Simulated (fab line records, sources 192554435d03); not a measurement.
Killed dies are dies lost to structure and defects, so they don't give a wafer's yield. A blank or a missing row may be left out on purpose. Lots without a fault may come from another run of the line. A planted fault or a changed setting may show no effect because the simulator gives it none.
Split-lot experiment | flow n5_finfet | 7 lots, 21 wafers read, on a route of 1938 steps

THE SPLIT
At N5_BEOL_M15_PEB_26 (peb time 90 s), the setting peb_temp_c was moved away from the recipe's 130 C on 4 of the 21 wafers read, by -2.6% to +2.5%. The other wafers ran this setting at the recipe's value.

FROM THE SPLIT TO THE READING: what the file shows between them, 2 steps
- N5_BEOL_M15_DEVELOP_27: develop time 45 s (also split here: develop_time_s)
- N5_BEOL_M15_HARDBAKE_32: time 120 s

THE READING
cd_nm, in nm, at N5_BEOL_M15_CD_MEAS_28 (target cd 407.6 nm). Fault-free wafers of this fab line usually give 408.4 nm, standard deviation 1.6 nm.

wafer  | tool, chamber at the split | peb_temp_c as run, C | against the recipe | cd_nm, nm | against lot-mates on the recipe
L081.1 | litho_track-05, 0          | 126.6                | -2.6%              | 389.3     | -17.1
L081.2 | litho_track-05, 0          | 130                  | recipe             | 406.4     | -
L081.3 | litho_track-05, 0          | 126.6                | -2.6%              | 391.1     | -15.3
L083.2 | litho_track-05, 0          | 130                  | recipe             | 406.8     | -
L083.3 | litho_track-05, 0          | 130                  | recipe             | 405.4     | -
L083.4 | litho_track-05, 0          | 130                  | recipe             | 408.4     | -
L091.1 | litho_track-04, 0          | 130                  | recipe             | 407.2     | -
L091.2 | litho_track-04, 0          | 130                  | recipe             | 408.0     | -
L091.5 | litho_track-04, 0          | 130                  | recipe             | 409.4     | -
L087.1 | litho_track-05, 0          | 130                  | recipe             | 403.8     | -
L087.2 | litho_track-05, 0          | 130                  | recipe             | 407.3     | -
L087.4 | litho_track-05, 0          | 130                  | recipe             | 404.7     | -
L094.1 | litho_track-04, 0          | 130                  | recipe             | 408.1     | -
L094.2 | litho_track-04, 0          | 130                  | recipe             | 406.9     | -
L094.4 | litho_track-04, 0          | 130                  | recipe             | 408.7     | -
L093.2 | litho_track-04, 0          | 133.2                | +2.5%              | 422.0     | +13.2
L093.3 | litho_track-04, 0          | 130                  | recipe             | 408.6     | -
L093.4 | litho_track-04, 0          | 130                  | recipe             | 409.0     | -
L096.1 | litho_track-04, 0          | 130                  | recipe             | 412.1     | -
L096.2 | litho_track-04, 0          | 130                  | recipe             | 409.9     | -
L096.3 | litho_track-04, 0          | 132.8                | +2.2%              | 421.1     | +10.1

THE FIT
A straight line over all 21 wafers: cd_nm changes by +6.38 nm for each +1% of peb_temp_c; r = +0.97; the points scatter about the line by 1.9 nm.
The same after taking each lot's own level away (the mean of its wafers on the recipe; 21 wafers): +5.69 nm for each +1%; r = +0.98; scatter 1.2 nm.
On that fit, the largest move of peb_temp_c shifts the reading by 15 nm.
The lots' own levels span 405.27 to 411.00 nm, that is 3.6 times the standard deviation above.
So the lot-to-lot level changes the slope: the two fits differ.
Check: with one of the wafers moved furthest among these (-2.6%) left out of the fit, the line predicts -14.2 nm for it against its lot-mates. It came out at -17.1 nm against them.

OTHER SPLITS ON THESE WAFERS
These wafers also went through other splits before the reading. Each is held against what the fit with the lots' levels taken away leaves over:
other split on the same wafers        | wafers away from the commonest value | r with cd_nm (lot level and that fit taken away)
N5_BEOL_M11_EXPOSE_25 dose_mj         | 7                                    | +0.05
N5_BEOL_M11_VIA_ETCH_34 time_s        | 4                                    | +0.30
N5_BEOL_M12_EXPOSE_07 dose_mj         | 6                                    | +0.17
N5_BEOL_M14_EXPOSE_25 dose_mj         | 9                                    | -0.21
N5_BEOL_M14_PEB_26 peb_temp_c         | 7                                    | +0.27
N5_BEOL_M15_DEVELOP_27 develop_time_s | 4                                    | +0.21

THE WHOLE CHAIN: every reading that the file lists as answering this split, in the file's order
step                       | what it does                                                            | reading                                                         | change (the file's fit)              | r (the file's)
N5_BEOL_M15_CD_MEAS_28     | target cd 407.6 nm                                                      | cd_nm                                                           | +5.5 nm for each +1% of the setting  | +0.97
N5_BEOL_M15_DESCUM_33      | chemistry O2, time 7.9 s                                                | BEOL_M15.cd_nm (the simulator's own value, which no gauge read) | +5.5 nm for each +1% of the setting  | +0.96
N5_BEOL_M15_ETCH_61        | etches BARC in N2/H2, target depth 89 nm, overetch 26.7 nm, time 67.9 s | BEOL_M15.cd_nm (the simulator's own value, which no gauge read) | +5.39 nm for each +1% of the setting | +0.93
N5_BEOL_M15_TRENCH_ETCH_34 | etches SiO2 in C4F8/O2/Ar, target depth 872.93 nm, time 199 s           | BEOL_M15.cd_nm (the simulator's own value, which no gauge read) | +5.26 nm for each +1% of the setting | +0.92
N5_BEOL_M15_ETCH_38        | etches SiCN in CF4/N2, target depth 106.4 nm, time 120.5 s              | BEOL_M15.cd_nm (the simulator's own value, which no gauge read) | +5.21 nm for each +1% of the setting | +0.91

THE FILE'S OWN FIT
cd_nm changes by +5.5 nm for each +1% of peb_temp_c, r = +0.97.
